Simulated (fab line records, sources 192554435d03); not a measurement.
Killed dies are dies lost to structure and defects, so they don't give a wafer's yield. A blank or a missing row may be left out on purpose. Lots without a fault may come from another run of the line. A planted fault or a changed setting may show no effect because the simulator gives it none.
Problem report in the 8D (eight disciplines) form, filled by code | flow n5_finfet | the parts of the form that need people (team, actions taken, sign-off) are left out

1. THE PROBLEM
oes_product_au at N5_FIN_SAQP_MANDREL_ETCH_22 reads a mean of 0.642 a.u. on 6 wafers of 2 lots; wafers without a fault read 0.761 a.u. with a standard deviation of 0.014. That is -8.5 standard deviations from the usual mean.
The step: etches a-Si in HBr/Cl2, stops on SiNx, target depth 60 nm, bt time 10 s, time 30 s.
First seen on wafer L313.1, day 3 16:41, on rie_si-01. The record holds 24 wafers of 8 lots with a number at this step. Rule for "out", or "out of limits": more than 4 standard deviations from the usual mean. The other wafers with a number count as sound.

2. WHAT IT IS AND WHAT IT IS NOT
question                    | is                     | is not
which readings at this step | oes_product_au         | bias_w, drypump_motor_current_A, throttle_valve_pct
which lots                  | L313, L314             | L306, L308, L309, L321, L328, L329
which wafers of those lots  | all that have a number | -
read on which tools         | rie_si-01              | rie_si-05
when                        | from day 3 16:41       | up to then (9 sound wafers); but 9 sound wafers of L321, L328, L329 came after

3. SUSPECTS, AND WHAT RULES EACH OUT
Counting: a tool at a process step up to the reading stays a suspect if it ran every lot that is out and no sound lot after the first of them.
- rie_si-01 at N5_FIN_SAQP_MANDREL_ETCH_22 (etches a-Si in HBr/Cl2, stops on SiNx, target depth 60 nm, bt time 10 s, time 30 s): kept. It ran every lot that is out, first L313 (day 3 16:41), and no sound lot after that; its last sound lot up to then is L309 (day 2 15:45). Its own readings are out on those wafers: oes_product_au.
Left after counting: rie_si-01 at N5_FIN_SAQP_MANDREL_ETCH_22.

4. THE CAUSE (what the simulator had put in)
Process parameter drift: rie_si-01, from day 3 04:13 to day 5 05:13, at N5_FIN_SAQP_MANDREL_ETCH_22. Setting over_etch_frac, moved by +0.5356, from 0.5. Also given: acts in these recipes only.
Counting left only this tool.

5. THE CHAIN OF EFFECTS, in route order
Each row: a reading whose mean over the struck wafers that have a number lies more than 3 standard deviations from the usual. Only readings for which the record gives a usual standard deviation are gone through. hours: the time from each lot's start at the first step in this table that gives one to its start at this step, as a median over the lots. sigmas: the change in usual standard deviations.
hours | step                        | reading           | usual      | on struck wafers | change | sigmas
0     | N5_FIN_SAQP_MANDREL_ETCH_22 | oes_product_au    | 0.761 a.u. | 0.642            | -0.119 | -8.5
2     | N5_FIN_SAQP_ETCH_57         | etch_rf_on_time_s | 45.8 s     | 37.9             | -7.9   | -7.2
The process steps in it:
- N5_FIN_SAQP_MANDREL_ETCH_22: etches a-Si in HBr/Cl2, stops on SiNx, target depth 60 nm, bt time 10 s, time 30 s.
- N5_FIN_SAQP_ETCH_57: etches SiNx in CH3F/O2, target depth 32.5 nm, time 46.4 s.
Later measuring or inspecting steps at which every struck wafer that the step has a row for has a number for every such reading, and none has moved that far: N5_BEOL_M4_RC_MEAS_101.

6. WHAT WOULD HAVE CAUGHT IT SOONER
In this record the first reading out of limits was taken at day 3 16:41, 12 hours after the fault began at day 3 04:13.
